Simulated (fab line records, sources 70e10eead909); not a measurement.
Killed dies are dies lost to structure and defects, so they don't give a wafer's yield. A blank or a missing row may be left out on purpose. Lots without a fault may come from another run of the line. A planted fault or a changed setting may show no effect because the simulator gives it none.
fab line records | flow nand_harc
record lots=6 wafers=18 last_day=32
route steps=1302 shown P_STI@77 END@1302
lots that met no fault: from a run of the same line without faults
start_h: hours from the record's first day to the start of the lot's first wafer shown | wait_h: hours since the lot's step before | " the same as in the row above | L1.1+2: a row that stands for several wafers | - no value, or no start given | * or withheld: withheld | < > ~ a bound
route shown NAME@n: a module of which the file shows steps, and the number in the route of the first | usual: mean/standard deviation of fault-free wafers | same: alike in all rows | chamber/n: place in a boat | sites: the reading at each site | _std_site: their standard deviation | _edge_site: outer sites' mean less inner sites' | radius_mm: how far each site lies from the wafer's centre | mask NAME#n: copy n | behind: the tool/chamber that last shaped the wafer | hold: why the lot was held/for how many hours/how that ended | device: the transistor (n, p or np) that didn't switch | end of line: the same wafers' tests at the end of the route | a step without rows: its recipe alone | killed: dies lost to structure and defects at the first sort, not the wafer's yield | map: a wafer's dies, x killed, . not, _ none there
set.NAME: the setting as run; set.NAME@STEP: as run at that earlier step | model.NAME: the simulator's own value behind a step, which no gauge read
lots at some steps of the route; a table a step, a row a wafer
services: from which hour (start_h, from the record's first day; less than 0 if before it) a tool's chamber was out of use, for how many hours, and why
## steps
# step NHARC_P_STI_COAT_03
# recipe spin_rpm=2000 resist_thk_nm=600
# step NHARC_P_STI_SOFTBAKE_04
# recipe temp_c=125 time_s=70
# step NHARC_P_STI_EBR_05
# step NHARC_P_STI_EXPOSE_06
# recipe na=0.55 target_cd_nm=200 dose_mj=37.69 mask_id=P_STI
# step NHARC_P_STI_PEB_07
# recipe peb_temp_c=128 peb_time_s=80
# step NHARC_P_STI_DEVELOP_08
# recipe time_s=50 dev_temp_c=22
# step NHARC_P_STI_CD_MEAS_09
# recipe target_cd_nm=200 landing_energy_ev=500
# usual cd_nm=197.8/2.8
# same landing_energy_ev=500
# columns lot.wafer tool chamber start_h wait_h cd_nm
L921.1 cd_sem-01 0 62.74 - 199.6
L921.2 " 0 " " 198.8
L921.6 " 0 " " 200.9
L923.1 cd_sem-03 0 83.99 - 196.5
L923.3 " 0 " " 200.7
L923.4 " 0 " " 198.8
L928.2 cd_sem-02 0 131.87 - 194.4
L928.4 " 0 " " 195.6
L928.6 " 0 " " 200.8
L929.1 cd_sem-03 0 144.70 - 194.9
L929.3 " 0 " " 197.4
L929.4 " 0 " " 195.1
L937.2 cd_sem-03 0 228.16 - 200.3
L937.4 " 0 " " 197.4
L937.6 " 0 " " 193.8
L939.1 cd_sem-03 0 243.10 - 201.2
L939.4 " 0 " " 200.9
L939.6 " 0 " " 198.7
# step NHARC_P_STI_OVL_MEAS_10
# usual overlay_x_nm=1/7.1 overlay_y_nm=1/5.5
# columns lot.wafer tool chamber start_h wait_h overlay_x_nm overlay_y_nm
L921.1 overlay-02 - 62.82 - 6 -3
L921.2 " - " " 5 -2
L921.6 " - " " 6 -3
L923.1 overlay-02 - 84.08 - -13 4
L923.3 " - " " -13 4
L923.4 " - " " -13 4
L928.2 overlay-01 - 131.96 - -3 8
L928.4 " - " " -3 8
L928.6 " - " " -3 8
L929.1 overlay-02 - 144.79 - 11 3
L929.3 " - " " 10 2
L929.4 " - " " 11 2
L937.2 overlay-02 - 228.24 - -7 -2
L937.4 " - " " -6 -2
L937.6 " - " " -6 -2
L939.1 overlay-01 - 243.20 - 7 -4
L939.4 " - " " 7 -3
L939.6 " - " " 7 -3
# step NHARC_P_STI_INSPECT_11
# usual raw_defect_count=6/3
# columns lot.wafer tool chamber start_h wait_h raw_defect_count
L921.1 defect_inspect-02 - 62.86 0.0 6
L921.2 " - " " 7
L921.6 " - " " 6
L923.1 defect_inspect-02 - 84.11 0.0 9
L923.3 " - " " 7
L923.4 " - " " 8
L928.2 defect_inspect-01 - 132.00 0.0 2
L928.4 " - " " 6
L928.6 " - " " 6
L929.1 defect_inspect-01 - 144.82 0.0 6
L929.3 " - " " 8
L929.4 " - " " 3
L937.2 defect_inspect-02 - 228.28 0.0 7
L937.4 " - " " 4
L937.6 " - " " 8
L939.1 defect_inspect-01 - 243.23 0.0 8
L939.4 " - " " 11
L939.6 " - " " 8
# step NHARC_P_STI_HARDBAKE_13
# recipe temp_c=118 time_s=65
# step NHARC_P_STI_DESCUM_14
# recipe time_s=3 o2_flow_sccm=200 ar_flow_sccm=0 bias_power_w=0 chemistry=O2
# usual drypump_motor_current_A=5.6/0.41 mfc_ar_sccm=0.014/0.016 oes_product_au=1.007/0.016 rf_vpp_V=58.1/0.71 showerhead_plenum_p_Torr=1.99/0.057 throttle_valve_pct=11.312/0.0082
# columns lot.wafer tool chamber start_h wait_h drypump_motor_current_A mfc_ar_sccm oes_product_au rf_hours_counter_h rf_vpp_V showerhead_plenum_p_Torr throttle_valve_pct
L921.1 rie_diel-05 0 63.00 - 5.9 0.001 1.015 0 59.2 2.03 11.304
L921.2 " 3 " " 5.7 0.009 1.025 0 57.5 2.01 11.323
L921.6 " 0 " " 5.9 0.001 1.015 - 58.5 2.03 11.300
L923.1 rie_diel-07 0 84.25 - 6.5 0 1.026 8 57.5 2.05 11.302
L923.3 " 1 " " 5.9 0.037 1.018 9 58.0 1.95 11.305
L923.4 " 2 " " 5.5 0.020 1.004 9 57.6 1.97 11.309
L928.4 rie_diel-05 2 132.15 - 5.2 0.002 1.006 3 57.3 2.01 11.312
L928.2 " 3 " " 5.7 0.009 1.037 3 58.5 2.01 11.309
L928.6 " 1 " " 5.2 0.039 0.993 - 57.4 1.91 11.313
L929.1 rie_diel-05 2 144.96 - 5.2 0.002 1.013 3 57.3 2.01 11.305
L929.3 " 3 " " 5.7 0.009 1.026 4 58.5 2.01 11.328
L929.4 " 1 " " 5.2 0.039 0.981 3 57.9 1.91 11.307
L937.4 rie_diel-07 0 228.42 - 6.5 0 1.011 7 58.4 2.05 11.317
L937.2 " 2 " " 5.4 0.020 1.019 6 58.2 1.96 11.312
L937.6 " 0 " " 6.5 0 1.002 - 57.0 2.05 11.300
L939.1 rie_diel-11 0 243.37 - 5.9 0 0.997 12 58.2 2.04 11.311
L939.4 " 1 " " 5.1 0.040 1.014 12 57.9 1.84 11.318
L939.6 " 0 " " 5.9 0 0.991 - 57.7 2.04 11.304
# step NHARC_P_STI_ETCH_42
# recipe target_depth_a=800 overetch_a=240 time_s=61 ion_energy_ev=200 n2_flow_sccm=150 h2_flow_sccm=150 ar_flow_sccm=0 rf_w=400 bias_w=150 chemistry=N2/H2
# usual bias_w=150.0/0.43 chamber_pressure_mTorr=30.000/0.028 drypump_motor_current_A=5.6/0.4 mfc_ar_sccm=0.016/0.016 oes_product_au=1.008/0.014 rf_vpp_V=432.7/2 showerhead_plenum_p_Torr=2.12/0.063 throttle_valve_pct=14.172/0.0093
# columns lot.wafer tool chamber start_h wait_h bias_w chamber_pressure_mTorr drypump_motor_current_A mfc_ar_sccm oes_product_au rf_hours_counter_h rf_vpp_V showerhead_plenum_p_Torr throttle_valve_pct
L921.2 rie_diel-05 2 63.08 0.1 149.9 30.004 5.2 0.002 1.001 0 432.6 2.14 14.174
L921.1 " 3 " " 150.0 29.995 5.7 0.009 1.041 0 433.2 2.14 14.178
L921.6 " 3 " " 150.0 29.996 5.7 0.009 1.024 - 433.2 2.14 14.161
L923.4 rie_diel-07 3 84.33 0.1 150.2 30.004 5.7 0.019 0.986 8 435.7 2.20 14.193
L923.1 " 0 " " 150.0 30.033 6.5 0 1.024 8 434.2 2.19 14.164
L923.3 " 2 " " 150.3 30.002 5.4 0.020 1.001 9 431.4 2.10 14.164
L928.4 rie_diel-05 1 132.22 0.1 150.0 29.991 5.2 0.039 0.988 3 430.7 2.04 14.170
L928.2 " 3 " " 149.8 30.049 5.7 0.009 1.036 3 434.0 2.14 14.173
L928.6 " 1 " " 150.2 30.031 5.2 0.039 0.991 - 430.7 2.04 14.168
L929.4 rie_diel-05 1 145.05 0.1 150.9 29.979 5.2 0.039 0.995 3 428.3 2.03 14.164
L929.1 " 2 " " 149.4 29.954 5.2 0.002 1.004 3 432.7 2.14 14.171
L929.3 " 3 " " 149.9 29.957 5.7 0.009 1.028 4 433.9 2.14 14.153
L937.2 rie_diel-07 2 228.50 0.1 149.9 30.015 5.5 0.020 1.007 6 432.4 2.09 14.153
L937.4 " 0 " " 149.7 30.047 6.5 0 1.016 7 433.5 2.18 14.179
L937.6 " 2 " " 150.9 29.995 5.5 0.020 1.020 - 431.7 2.09 14.165
L939.4 rie_diel-11 0 243.45 0.1 150.0 29.925 5.9 0 0.995 12 435.6 2.18 14.175
L939.1 " 1 " " 150.2 29.999 5.1 0.040 1.017 12 427.8 1.95 14.165
L939.6 " 0 " " 149.3 29.988 5.9 0 1.000 - 434.4 2.18 14.154
# step NHARC_P_STI_ETCH_31
# recipe target_depth_a=1089 time_s=54.5 cf4_flow_sccm=100 chf3_flow_sccm=30 ar_flow_sccm=0 rf_w=500 bias_w=200 chemistry=CF4/CHF3
# usual bias_w=200.0/0.64 cf4_flow_sccm=100.02/0.27 drypump_motor_current_A=5.6/0.39 mfc_ar_sccm=0.014/0.015 oes_product_au=0.970/0.021 rf_vpp_V=372.5/1.6 showerhead_plenum_p_Torr=1.63/0.042 throttle_valve_pct=16.803/0.009
# columns lot.wafer tool chamber start_h wait_h bias_w cf4_flow_sccm drypump_motor_current_A mfc_ar_sccm oes_product_au rf_hours_counter_h rf_vpp_V showerhead_plenum_p_Torr throttle_valve_pct
L921.2 rie_diel-05 2 63.18 - 200.1 100.35 5.2 0.002 0.965 0 374.7 1.65 16.792
L921.1 " 3 " " 199.3 99.94 5.7 0.009 1.007 0 373.4 1.65 16.822
L921.6 " 1 " " 200.6 99.79 5.2 0.039 0.949 - 369.6 1.57 16.807
L923.3 rie_diel-07 0 84.42 - 201.2 100.41 6.5 0 0.972 8 374.2 1.68 16.794
L923.4 " 2 " " 200.2 99.61 5.4 0.020 0.980 9 372.2 1.61 16.812
L923.1 " 3 " " 199.4 100.30 5.7 0.019 0.964 8 374.5 1.68 16.810
L928.2 rie_diel-05 0 132.30 - - - - - - - - - -
L928.4 " 1 " " - - - - - - - - -
L928.6 " 3 " " - - - - - - - - -
L929.4 rie_diel-05 3 145.13 - - - - - - - - - -
L929.1 " 1 " " - - - - - - - - -
L929.3 " 2 " " - - - - - - - - -
L937.4 rie_diel-07 1 228.59 - 199.7 99.91 6.0 0.037 0.954 6 370.8 1.60 16.802
L937.2 " 3 " " 200.1 100.18 5.7 0.019 0.937 7 373.8 1.68 16.804
L937.6 " 1 " " 199.4 100.16 6.0 0.037 0.964 - 371.7 1.60 16.816
L939.1 rie_diel-11 2 243.54 - 199.7 100.17 5.6 0 0.975 13 373.9 1.66 16.814
L939.4 " 0 " " 199.4 100.56 5.9 0 0.957 12 376.0 1.67 16.791
L939.6 " 1 " " 199.8 99.76 5.1 0.040 0.974 - 369.5 1.51 16.793
# step NHARC_P_STI_ETCH_15
# recipe target_depth_a=3000 taper_deg=4 time_s=100.1 hbr_flow_sccm=150 cl2_flow_sccm=50 rf_w=400 icp_w=400 bias_w=100 chemistry=HBr/Cl2
# usual bias_w=100.02/0.29 chamber_pressure_mTorr=15.000/0.013 drypump_motor_current_A=5.6/0.39 oes_product_au=0.998/0.015 throttle_valve_pct=26.406/0.01
# columns lot.wafer tool chamber start_h wait_h bias_w chamber_pressure_mTorr drypump_motor_current_A oes_product_au rf_hours_counter_h throttle_valve_pct
L921.1 rie_si-01 2 63.27 - 100.29 15.006 4.9 0.976 0.2 26.400
L921.2 " 0 " " 99.84 14.996 5.5 0.986 0.2 26.410
L921.6 " 3 " " 100.31 14.993 6.1 1.005 - 26.403
L923.4 rie_si-06 3 84.52 - 100.30 15.006 5.1 0.991 0.1 26.420
L923.3 " 0 " " 100.02 15.001 5.5 1.008 0.1 26.411
L923.1 " 1 " " 100.00 15.005 5.9 0.997 0.0 26.400
L928.4 rie_si-01 0 132.42 - 99.92 14.998 5.6 0.996 0.7 26.404
L928.2 " 2 " " 100.35 15.002 5.0 0.967 0.6 26.409
L928.6 " 3 " " 100.21 14.997 6.1 0.993 - 26.412
L929.1 rie_si-01 2 145.23 - 99.95 15.002 5.0 0.969 0.8 26.408
L929.4 " 3 " " 100.28 14.993 6.0 1.013 0.7 26.418
L929.3 " 1 " " 100.63 15.016 5.5 1.021 0.8 26.395
L937.2 rie_si-01 3 228.72 - 99.84 14.987 6.1 1.007 0.1 26.410
L937.4 " 0 " " 99.80 15.029 5.5 0.976 0.2 26.408
L937.6 " 2 " " 100.07 15.001 5.0 1.001 - 26.405
L939.1 rie_si-04 2 243.64 - 99.63 15.001 6.0 1.013 0.3 26.411
L939.4 " 3 " " 100.30 15.014 5.6 0.985 0.5 26.402
L939.6 " 2 " " 99.54 15.000 6.0 1.000 - 26.408
# step NHARC_END_SORT_01
# recipe temp_c=25
# usual killed_at_array=63/27 killed_at_other=0.7/1.2 killed_at_periphery=3.1/2 killed_dies=67/28 killed_open=3.0/1.9 killed_short=2.2/1.5
# same gross_dies=677
# columns lot.wafer tool chamber start_h wait_h hold killed_at_array killed_at_other killed_at_periphery killed_dies killed_open killed_short
L921.1 prober-02 0 576.17 2.5 - 52 2 5 59 3 4
L921.2 prober-02 0 576.97 2.8 - 47 0 7 54 2 1
L921.6 prober-02 0 580.16 4.0 - 43 0 5 48 1 3
L923.1 prober-01 0 589.76 2.5 - 97 0 4 101 2 1
L923.3 prober-01 0 591.34 3.1 - 87 0 2 89 3 2
L923.4 prober-01 0 592.14 3.4 - 90 0 1 91 5 2
L928.2 prober-01 0 654.89 2.8 await_dispo/6.0h/scrap 67 1 609 677 3 4
L928.4 prober-01 0 656.49 3.4 await_dispo/6.0h/scrap 62 0 615 677 3 5
L928.6 prober-01 0 658.10 4.0 await_dispo/6.0h/scrap 62 2 613 677 3 5
L929.1 prober-02 0 658.91 2.5 await_dispo/5.3h/scrap 22 0 655 677 2 2
L929.3 prober-02 0 660.47 3.1 await_dispo/5.3h/scrap 24 0 653 677 2 1
L929.4 prober-02 0 661.25 3.3 await_dispo/5.3h/scrap 26 0 651 677 4 3
L937.2 prober-01 0 750.64 2.8 - 57 0 6 63 4 2
L937.4 prober-01 0 752.22 3.4 - 67 1 5 73 4 2
L937.6 prober-01 0 753.81 4.0 - 59 0 4 63 4 4
L939.1 prober-01 0 765.21 2.5 - 31 1 2 34 2 1
L939.4 prober-01 0 767.60 3.4 - 31 0 1 32 2 0
L939.6 prober-01 0 769.19 4.0 - 24 1 2 27 1 3
# killed by level:class
L921.1 A_CHANNEL_HOLE_D2:chamber_film_flake=32 P_STI:chamber_film_flake=4 A_CHANNEL_HOLE_D1:chamber_film_flake=4 A_M1:chamber_film_flake=4 A_CONTACT:chamber_film_flake=3 A_WL_FILL:chamber_film_flake=2 A_ONON_D1:geometric_particle:short=1 A_CHANNEL_FILL_D1:geometric_particle:short=1
L921.2 A_CHANNEL_HOLE_D2:chamber_film_flake=33 A_CONTACT:chamber_film_flake=7 P_STI:chamber_film_flake=5 A_CHANNEL_HOLE_D1:geometric_particle:open=1 A_CHANNEL_FILL_D2:geometric_particle:short=1 A_M0:geometric_particle:open=1 P_GATE:chamber_film_flake=1 P_M1:chamber_film_flake=1
L921.6 A_CHANNEL_HOLE_D2:chamber_film_flake=25 A_CONTACT:chamber_film_flake=7 P_STI:chamber_film_flake=4 A_WL_FILL:chamber_film_flake=3 A_M1:chamber_film_flake=3 P_GATE:geometric_particle:short=1 A_CHANNEL_FILL_D1:geometric_particle:open=1 A_SGD_CUT:geometric_particle:short=1
L923.1 A_CHANNEL_HOLE_D1:chamber_film_flake=31 A_SLIT:chamber_film_flake=31 A_CHANNEL_HOLE_D2:chamber_film_flake=30 P_STI:chamber_film_flake=2 A_STAIRCASE:chamber_film_flake=2 A_CONTACT:chamber_film_flake=2 P_CONTACT:geometric_particle:open=1 P_M2:geometric_particle:open=1
L923.3 A_SLIT:chamber_film_flake=30 A_CHANNEL_HOLE_D1:chamber_film_flake=23 A_CHANNEL_HOLE_D2:chamber_film_flake=22 A_CONTACT:chamber_film_flake=3 A_STAIRCASE:chamber_film_flake=2 P_M0:geometric_particle:short=1 A_ONON_D1:geometric_particle:open=1 A_ONON_D1:geometric_particle:short=1
L923.4 A_SLIT:chamber_film_flake=30 A_CHANNEL_HOLE_D2:chamber_film_flake=29 A_CHANNEL_HOLE_D1:chamber_film_flake=20 A_BLC:geometric_particle:open=2 A_CHANNEL_FILL_D1:chamber_film_flake=2 P_M0:geometric_particle:open=1 A_CHANNEL_HOLE_D1:geometric_particle:short=1 A_CHANNEL_FILL_D1:geometric_particle:open=1
L928.2 P_STI:area_etch=606 A_SLIT:chamber_film_flake=26 A_CHANNEL_HOLE_D2:chamber_film_flake=21 A_CHANNEL_HOLE_D1:chamber_film_flake=7 A_CONTACT:chamber_film_flake=4 A_STAIRCASE:chamber_film_flake=3 A_ONON_D2:geometric_particle:short=2 P_GATE:geometric_particle:open=1
L928.4 P_STI:area_etch=608 A_SLIT:chamber_film_flake=29 A_CHANNEL_HOLE_D2:chamber_film_flake=14 A_WL_FILL:geometric_particle:short=4 A_CHANNEL_HOLE_D1:chamber_film_flake=4 P_BONDPAD:chamber_film_flake=3 A_WL_FILL:chamber_film_flake=3 P_ZERO_WELL:chamber_film_flake=2
L928.6 P_STI:area_etch=612 A_SLIT:chamber_film_flake=22 A_CHANNEL_HOLE_D2:chamber_film_flake=21 A_CHANNEL_HOLE_D1:chamber_film_flake=6 A_CONTACT:chamber_film_flake=4 A_DECK1_JOINT:geometric_particle:open=2 THIN_TSV:chamber_film_flake=2 P_GATE:geometric_particle:open=1
L929.1 P_STI:area_etch=652 A_CHANNEL_HOLE_D1:chamber_film_flake=5 A_SLIT:chamber_film_flake=5 A_CONTACT:chamber_film_flake=5 P_ZERO_WELL:chamber_film_flake=2 A_ONON_D1:geometric_particle:short=1 A_ONON_D1:geometric_particle:open=1 A_CHANNEL_FILL_D1:geometric_particle:open=1
L929.3 P_STI:area_etch=648 A_CHANNEL_HOLE_D1:chamber_film_flake=12 A_CONTACT:chamber_film_flake=6 P_GATE:chamber_film_flake=2 A_STAIRCASE:chamber_film_flake=2 A_CHANNEL_HOLE_D2:chamber_film_flake=2 P_STI:geometric_particle:open=1 P_GATE:geometric_particle:open=1
L929.4 P_STI:area_etch=647 A_CHANNEL_HOLE_D1:chamber_film_flake=10 A_CHANNEL_HOLE_D2:unspecified=4 A_CONTACT:chamber_film_flake=3 P_CONTACT:geometric_particle:open=2 A_DECK1_JOINT:geometric_particle:short=1 A_ONON_D2:geometric_particle:short=1 A_CHANNEL_FILL_D2:geometric_particle:open=1
L937.2 A_SLIT:chamber_film_flake=27 A_CONTACT:chamber_film_flake=15 A_CHANNEL_HOLE_D1:chamber_film_flake=12 P_GATE:geometric_particle:open=2 P_STI:geometric_particle:short=1 P_M1:geometric_particle:open=1 A_WL_FILL:geometric_particle:open=1 A_WL_FILL:geometric_particle:short=1
L937.4 A_SLIT:chamber_film_flake=35 A_CONTACT:chamber_film_flake=16 A_CHANNEL_HOLE_D1:chamber_film_flake=8 A_WL_FILL:geometric_particle:short=2 P_STI:chamber_film_flake=2 A_CHANNEL_HOLE_D2:chamber_film_flake=2 P_GATE:geometric_particle:open=1 P_CONTACT:geometric_particle:open=1
L937.6 A_SLIT:chamber_film_flake=31 A_CHANNEL_HOLE_D1:chamber_film_flake=12 A_CONTACT:chamber_film_flake=8 P_CONTACT:geometric_particle:short=1 P_CONTACT:geometric_particle:open=1 P_M0:geometric_particle:open=1 A_SOURCE_PLATE:geometric_particle:short=1 A_CHANNEL_HOLE_D1:geometric_particle:short=1
L939.1 A_CHANNEL_HOLE_D1:chamber_film_flake=16 A_SLIT:chamber_film_flake=4 A_STAIRCASE:chamber_film_flake=3 A_DECK1_JOINT:chamber_film_flake=2 A_WL_FILL:chamber_film_flake=2 P_M0:geometric_particle:open=1 A_SGD_CUT:geometric_particle:open=1 A_WL_FILL:geometric_particle:short=1
L939.4 A_CHANNEL_HOLE_D1:chamber_film_flake=19 A_SLIT:chamber_film_flake=6 A_STAIRCASE:chamber_film_flake=2 A_SGD_CUT:geometric_particle:open=1 A_M0:geometric_particle:open=1 P_M1:chamber_film_flake=1 A_DECK1_JOINT:chamber_film_flake=1 A_CONTACT:chamber_film_flake=1
L939.6 A_CHANNEL_HOLE_D1:chamber_film_flake=11 A_SLIT:chamber_film_flake=6 A_SGD_CUT:geometric_particle:short=2 A_CONTACT:chamber_film_flake=2 P_CONTACT:geometric_particle:short=1 P_CONTACT:geometric_particle:open=1 A_DECK1_JOINT:chamber_film_flake=1 A_CHANNEL_HOLE_D2:chamber_film_flake=1
# map L928.2 (x killed, . not)
____________x____________
_________xxxxxxx_________
_______xxxxxxxxxxx_______
______xxxxxxxxxxxxx______
_____xxxxxxxxxxxxxxx_____
____xxxxxxxxxxxxxxxxx____
____xxxxxxxxxxxxxxxxx____
___xxxxxxxxxxxxxxxxxxx___
___xxxxxxxxxxxxxxxxxxx___
__xxxxxxxxxxxxxxxxxxxxx__
__xxxxxxxxxxxxxxxxxxxxx__
_xxxxxxxxxxxxxxxxxxxxxxx_
_xxxxxxxxxxxxxxxxxxxxxxx_
_xxxxxxxxxxxxxxxxxxxxxxx_
_xxxxxxxxxxxxxxxxxxxxxxx_
_xxxxxxxxxxxxxxxxxxxxxxx_
xxxxxxxxxxxxxxxxxxxxxxxxx
xxxxxxxxxxxxxxxxxxxxxxxxx
xxxxxxxxxxxxxxxxxxxxxxxxx
xxxxxxxxxxxxxxxxxxxxxxxxx
xxxxxxxxxxxxxxxxxxxxxxxxx
_xxxxxxxxxxxxxxxxxxxxxxx_
_xxxxxxxxxxxxxxxxxxxxxxx_
_xxxxxxxxxxxxxxxxxxxxxxx_
_xxxxxxxxxxxxxxxxxxxxxxx_
_xxxxxxxxxxxxxxxxxxxxxxx_
__xxxxxxxxxxxxxxxxxxxxx__
__xxxxxxxxxxxxxxxxxxxxx__
___xxxxxxxxxxxxxxxxxxx___
___xxxxxxxxxxxxxxxxxxx___
____xxxxxxxxxxxxxxxxx____
____xxxxxxxxxxxxxxxxx____
_____xxxxxxxxxxxxxxx_____
______xxxxxxxxxxxxx______
_______xxxxxxxxxxx_______
_________xxxxxxx_________
____________x____________
# map L929.1 (x killed, . not)
____________x____________
_________xxxxxxx_________
_______xxxxxxxxxxx_______
______xxxxxxxxxxxxx______
_____xxxxxxxxxxxxxxx_____
____xxxxxxxxxxxxxxxxx____
____xxxxxxxxxxxxxxxxx____
___xxxxxxxxxxxxxxxxxxx___
___xxxxxxxxxxxxxxxxxxx___
__xxxxxxxxxxxxxxxxxxxxx__
__xxxxxxxxxxxxxxxxxxxxx__
_xxxxxxxxxxxxxxxxxxxxxxx_
_xxxxxxxxxxxxxxxxxxxxxxx_
_xxxxxxxxxxxxxxxxxxxxxxx_
_xxxxxxxxxxxxxxxxxxxxxxx_
_xxxxxxxxxxxxxxxxxxxxxxx_
xxxxxxxxxxxxxxxxxxxxxxxxx
xxxxxxxxxxxxxxxxxxxxxxxxx
xxxxxxxxxxxxxxxxxxxxxxxxx
xxxxxxxxxxxxxxxxxxxxxxxxx
xxxxxxxxxxxxxxxxxxxxxxxxx
_xxxxxxxxxxxxxxxxxxxxxxx_
_xxxxxxxxxxxxxxxxxxxxxxx_
_xxxxxxxxxxxxxxxxxxxxxxx_
_xxxxxxxxxxxxxxxxxxxxxxx_
_xxxxxxxxxxxxxxxxxxxxxxx_
__xxxxxxxxxxxxxxxxxxxxx__
__xxxxxxxxxxxxxxxxxxxxx__
___xxxxxxxxxxxxxxxxxxx___
___xxxxxxxxxxxxxxxxxxx___
____xxxxxxxxxxxxxxxxx____
____xxxxxxxxxxxxxxxxx____
_____xxxxxxxxxxxxxxx_____
______xxxxxxxxxxxxx______
_______xxxxxxxxxxx_______
_________xxxxxxx_________
____________x____________
## services
# columns tool chamber start_h hours kind
rie_si-04 - 45.45 0.1 repair
rie_diel-05 - 52.60 9.0 pm
rie_si-04 0 61.76 4.8 repair
rie_diel-05 2 63.47 9.2 repair
rie_diel-05 0 64.51 5.2 repair
rie_diel-07 0 67.41 6.9 repair
rie_si-04 2 67.90 8.0 repair
rie_si-06 - 72.00 9.0 pm
rie_si-04 3 72.02 6.7 repair
rie_diel-11 - 78.50 9.0 pm
rie_si-01 3 95.48 8.0 repair
rie_si-04 0 100.68 4.2 repair
rie_diel-07 1 108.15 2.0 repair
rie_diel-05 1 114.16 2.8 repair
rie_diel-07 - 117.27 9.0 pm
rie_si-04 3 144.96 4.4 repair
rie_si-04 - 165.00 9.0 pm
rie_diel-07 2 174.35 6.9 repair
rie_si-01 - 193.00 9.0 pm
rie_diel-07 3 203.71 3.7 repair
rie_si-01 0 218.09 2.7 repair
rie_diel-05 0 224.78 15.7 repair
rie_diel-05 - 229.60 9.0 pm
rie_si-04 2 235.42 3.1 repair
## key
first_sign step=NHARC_P_STI_ETCH_31 reading=tool_record direction=missing
effect step=NHARC_END_SORT_01 reading=killed_at_periphery direction=up sigmas=99+ usual=3.1 struck=632.7
more_kills_born_at NHARC_P_STI_ETCH_31@rie_diel-05=3773
met_at NHARC_P_STI_ETCH_31
struck_wafers L928.2,L928.4,L928.6,L929.1,L929.3,L929.4
later_rows_left_out L928.2,L928.4,L928.6,L929.1,L929.3,L929.4
tester_left_out L928,L929
onset_between 63.18 132.30
fault kind=skipped_step_whole tool=rie_diel-05 chamber=- onset_h=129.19 steps=NHARC_P_STI_ETCH_31 scope=struck_lots_only
# tester_left_out: of these lots the tester's yield and bins aren't shown, on N5 and GAA mostly nor the transistor test; their killed dies are dies lost to structure and defects alone, not to doping, threshold or leakage, so they don't give the yield
# later_rows_left_out: the simulator's readings of these wafers behind a module that went badly wrong aren't trusted and aren't shown, but for the sort
